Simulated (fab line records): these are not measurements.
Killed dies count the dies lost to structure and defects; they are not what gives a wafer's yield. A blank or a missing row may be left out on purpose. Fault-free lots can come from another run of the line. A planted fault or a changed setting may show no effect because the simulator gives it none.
Matching of chambers -- flow n5 finfet -- rie diel-05 running N5_BEOL_M3_ETCH_77: 4 sister chambers
The step etches underlayer in N2/H2, target depth 6.5 nm, time 5.2 s. 4 wafers are shown with their chamber, then 12 later ones without.

## EACH WAFER AND ITS CHAMBER
wafer,chamber,showerhead plenum p Torr (Torr)
L082.5,1,2.69
L083.2,0,2.48
L087.1,3,2.50
L087.5,2,2.68

## WAFERS MISSING THEIR CHAMBER
wafer,showerhead plenum p Torr (Torr)
L089.1,2.50
L089.2,2.68
L089.4,2.69
L093.1,2.67
L093.4,2.67
L093.6,2.47
L094.1,2.68
L094.2,2.50
L094.3,2.47
L097.1,2.67
L097.3,2.68
L097.6,2.68

## WHICH CHAMBER EACH WENT THROUGH
wafer,from the rows above,in truth
L089.1,3,3
L089.2,can't be placed: 2 or 1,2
L089.4,can't be placed: 1 or 2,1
L093.1,can't be placed: 2 or 1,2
L093.4,can't be placed: 2 or 1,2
L093.6,0,0
L094.1,can't be placed: 2 or 1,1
L094.2,3,3
L094.3,0,0
L097.1,can't be placed: 2 or 1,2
L097.3,can't be placed: 2 or 1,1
L097.6,can't be placed: 2 or 1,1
Correctly placed: 4 of 12. Cannot be placed on the basis of these rows: 8; the candidates contain the true chamber in 8. Placed wrongly: 0.
How it was worked out, from the rows above alone: a wafer's distance from a chamber is the root of the sum, over the readings, of the square of ((its reading less the chamber's mean) divided by the reading's scatter). The wafer belongs to the nearest chamber; if the next one is less than 2 further off, it can't be placed. For every chamber, the mean is computed from those of its wafers that are shown. The scatter: with one shown wafer a chamber, the root of the mean of the squares of how far each hidden wafer lies from its nearest shown one.
